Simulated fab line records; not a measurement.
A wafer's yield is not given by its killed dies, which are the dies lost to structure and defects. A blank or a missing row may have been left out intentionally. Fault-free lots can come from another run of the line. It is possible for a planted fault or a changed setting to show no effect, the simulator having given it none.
Split-lot experiment + flow n5Finfet + 21 wafers read from 7 lots, route of 1938 steps

== THE SPLIT ITSELF ==
At N5_BEOL_M0_ETCH_138 (etches SiCN in CH3F/O2, target depth 12 nm, time 31.6 s), the setting biasW was moved away from the recipe's 75 W on 5 of the 21 wafers read, by -15.9% to +17.9%. This setting was run at the recipe's value on the other wafers.

Reading taken at the split's own step.

== THE READING ==
rfVppV, in V, at N5_BEOL_M0_ETCH_138 (etches SiCN in CH3F/O2, target depth 12 nm, time 31.6 s). Typical for fault-free wafers on this fab line: 297.6 V, with standard deviation 1.8 V.

| wafer  | tool, chamber at the split | biasW as run, W | against the recipe | rfVppV, V | against lot-mates on the recipe |
|--------|----------------------------|-----------------|--------------------|-----------|---------------------------------|
| L079.3 | rieDiel-03, 2              | 88.45           | +17.9%             | 329.2     | +33.7                           |
| L079.5 | rieDiel-03, 2              | 88.45           | +17.9%             | 328.9     | +33.4                           |
| L079.6 | rieDiel-03, 1              | 75              | recipe             | 295.5     | -                               |
| L086.2 | rieDiel-03, 3              | 75              | recipe             | 297.4     | -                               |
| L086.3 | rieDiel-03, 1              | 75              | recipe             | 297.2     | -                               |
| L086.6 | rieDiel-03, 3              | 83.69           | +11.6%             | 316.2     | +18.9                           |
| L088.2 | rieDiel-04, 1              | 75              | recipe             | 300.0     | -                               |
| L088.4 | rieDiel-04, 3              | 75              | recipe             | 299.3     | -                               |
| L088.6 | rieDiel-04, 1              | 75              | recipe             | 299.3     | -                               |
| L091.1 | rieDiel-05, 0              | 75              | recipe             | 298.3     | -                               |
| L091.4 | rieDiel-05, 2              | 87.13           | +16.2%             | 323.0     | +25.4                           |
| L091.6 | rieDiel-05, 1              | 75              | recipe             | 296.8     | -                               |
| L092.1 | rieDiel-03, 0              | 63.04           | -15.9%             | 264.8     | -32.1                           |
| L092.3 | rieDiel-03, 1              | 75              | recipe             | 296.8     | -                               |
| L092.6 | rieDiel-03, 0              | 75              | recipe             | 296.9     | -                               |
| L095.2 | rieDiel-04, 2              | 75              | recipe             | 298.9     | -                               |
| L095.4 | rieDiel-04, 3              | 75              | recipe             | 300.2     | -                               |
| L095.5 | rieDiel-04, 1              | 75              | recipe             | 298.9     | -                               |
| L097.3 | rieDiel-05, 0              | 75              | recipe             | 296.8     | -                               |
| L097.4 | rieDiel-05, 3              | 75              | recipe             | 298.8     | -                               |
| L097.5 | rieDiel-05, 2              | 75              | recipe             | 297.2     | -                               |

FIT RESULTS
A straight line over all 21 wafers: rfVppV changes by +1.77 V for each +1% of biasW; r = +0.99; the points scatter about the line by 1.9 V.
The same after taking each lot's own level away (the mean of its wafers on the recipe; 21 wafers): +1.83 V for each +1%; r = +1.00; scatter 1.3 V.
That fit puts the effect of the largest move of biasW on the reading at 33 V.
Across the lots, their own levels run from 295.50 to 299.53 V, a range of 2.2 times the standard deviation given above.
The two slopes agree, so the slope changes little with the lot-to-lot level.
Check: for one of the wafers moved furthest among these (+17.9%), held out of the fit, the line's prediction against its lot-mates is +31.9 V. It came out at +33.7 V against them.
Tool readings at the split's step, against how far the setting was moved: rfVppV r = +0.99.

== ADDITIONAL SPLITS CARRIED BY THESE WAFERS ==
Before the reading, these wafers also passed through other splits. Each is held against what the fit with the lots' levels taken away leaves over:
| other split on the same wafers       | wafers away from the commonest value | r with rfVppV (lot level and that fit taken away) |
|--------------------------------------|--------------------------------------|---------------------------------------------------|
| N5_MOL_CONTACT_COAG_COAT_62 spinRpm  | 10                                   | -0.13                                             |
| N5_MOL_CONTACT_COAG_EXPOSE_37 doseMj | 4                                    | +0.49                                             |
| N5_BEOL_M0_SAQP_ILD_DEP_01 timeS     | 8                                    | +0.02                                             |
| N5_BEOL_M0_SAQP_HM_DEP_111 timeS     | 9                                    | +0.06                                             |
| N5_BEOL_M0_CUTY_EXPOSE_54 doseMj     | 8                                    | -0.36                                             |

== THE FILE'S OWN FIT ==
rfVppV changes by +1.79 V for each +1% of biasW, r = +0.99.
